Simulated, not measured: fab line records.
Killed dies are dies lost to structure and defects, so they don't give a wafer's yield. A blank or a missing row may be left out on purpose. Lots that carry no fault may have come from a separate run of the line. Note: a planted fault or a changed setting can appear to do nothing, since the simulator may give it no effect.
Chamber matching :: flow n5Finfet :: rieSi-04 running N5_FIN_CUT_CUT_ETCH_28: 4 sister chambers
The step etches Si in HBr/Cl2/O2, target depth 6 nm, time 2.4 s. 14 wafers are shown with their chamber, then 7 later ones without.

== WAFERS PAIRED WITH THEIR CHAMBERS ==
wafer: L079.1
chamber: 0
throttleValvePct (%): 36.9
oesProductAu (a.u.): 1.001
HBr_flow_sccm (sccm): 150.6

wafer: L079.4
chamber: 3
throttleValvePct (%): 37.1
oesProductAu (a.u.): 0.997
HBr_flow_sccm (sccm): 150.6

wafer: L079.5
chamber: 1
throttleValvePct (%): 37.7
oesProductAu (a.u.): 1.018
HBr_flow_sccm (sccm): 150.3

wafer: L080.3
chamber: 1
throttleValvePct (%): 37.7
oesProductAu (a.u.): 1.006
HBr_flow_sccm (sccm): 151.1

wafer: L080.4
chamber: 3
throttleValvePct (%): 37.1
oesProductAu (a.u.): 0.990
HBr_flow_sccm (sccm): 150.7

wafer: L080.5
chamber: 0
throttleValvePct (%): 37.0
oesProductAu (a.u.): 1.003
HBr_flow_sccm (sccm): 150.7

wafer: L082.3
chamber: 0
throttleValvePct (%): 37.0
oesProductAu (a.u.): 0.997
HBr_flow_sccm (sccm): 149.4

wafer: L082.5
chamber: 3
throttleValvePct (%): 37.1
oesProductAu (a.u.): 0.996
HBr_flow_sccm (sccm): 150.5

wafer: L082.6
chamber: 2
throttleValvePct (%): 37.2
oesProductAu (a.u.): 1.026
HBr_flow_sccm (sccm): 149.8

wafer: L085.1
chamber: 3
throttleValvePct (%): 37.1
oesProductAu (a.u.): 0.995
HBr_flow_sccm (sccm): 149.3

wafer: L085.4
chamber: 0
throttleValvePct (%): 36.9
oesProductAu (a.u.): 0.996
HBr_flow_sccm (sccm): 149.3

wafer: L085.5
chamber: 0
throttleValvePct (%): 37.0
oesProductAu (a.u.): 0.998
HBr_flow_sccm (sccm): 150.0

wafer: L087.1
chamber: 2
throttleValvePct (%): 37.2
oesProductAu (a.u.): 1.014
HBr_flow_sccm (sccm): 150.8

wafer: L087.5
chamber: 0
throttleValvePct (%): 37.0
oesProductAu (a.u.): 0.991
HBr_flow_sccm (sccm): 149.7

SIGNATURES, as means of the wafers listed above
reading: throttleValvePct
chamber 0: 36.967
chamber 1: 37.700
chamber 2: 37.200
chamber 3: 37.100
scatter within a chamber: 0.0365

reading: oesProductAu
chamber 0: 0.99767
chamber 1: 1.01200
chamber 2: 1.02000
chamber 3: 0.99450
scatter within a chamber: 0.0051

reading: HBr_flow_sccm
chamber 0: 149.950
chamber 1: 150.700
chamber 2: 150.300
chamber 3: 150.275
scatter within a chamber: 0.623
Rule: for a wafer and a chamber, the distance is found by dividing, reading by reading, the gap between the wafer's reading and the chamber's mean by the reading's scatter, squaring, summing and taking the root. If the next closest chamber is less than 2 further off than the closest, the wafer can't be placed; otherwise it belongs to the closest. The scatter: the root of (the sum of the squares of (reading less its chamber's mean) over the shown wafers, divided by (wafers less chambers)).

== WAFERS WITHOUT THEIR CHAMBER ==
wafer: L087.6
throttleValvePct (%): 37.1
oesProductAu (a.u.): 0.992
HBr_flow_sccm (sccm): 149.2

wafer: L088.4
throttleValvePct (%): 37.7
oesProductAu (a.u.): 1.007
HBr_flow_sccm (sccm): 150.6

wafer: L088.5
throttleValvePct (%): 37.7
oesProductAu (a.u.): 1.011
HBr_flow_sccm (sccm): 150.8

wafer: L088.6
throttleValvePct (%): 37.2
oesProductAu (a.u.): 1.014
HBr_flow_sccm (sccm): 149.6

wafer: L094.1
throttleValvePct (%): 37.6
oesProductAu (a.u.): 1.007
HBr_flow_sccm (sccm): 149.3

wafer: L094.4
throttleValvePct (%): 37.0
oesProductAu (a.u.): 1.002
HBr_flow_sccm (sccm): 149.7

wafer: L094.5
throttleValvePct (%): 36.9
oesProductAu (a.u.): 0.996
HBr_flow_sccm (sccm): 150.1

== WHICH CHAMBER EACH ONE RAN IN ==
wafer: L087.6
from the rows above: 3
in truth: 3

wafer: L088.4
from the rows above: 1
in truth: 1

wafer: L088.5
from the rows above: 1
in truth: 1

wafer: L088.6
from the rows above: 2
in truth: 2

wafer: L094.1
from the rows above: 1
in truth: 1

wafer: L094.4
from the rows above: can't be placed: 0 or 3
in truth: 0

wafer: L094.5
from the rows above: 0
in truth: 0
Placed correctly: 6 of 7. Can't be placed from these rows: 1 (the true chamber is among the candidates in 1). Placed wrongly: 0.
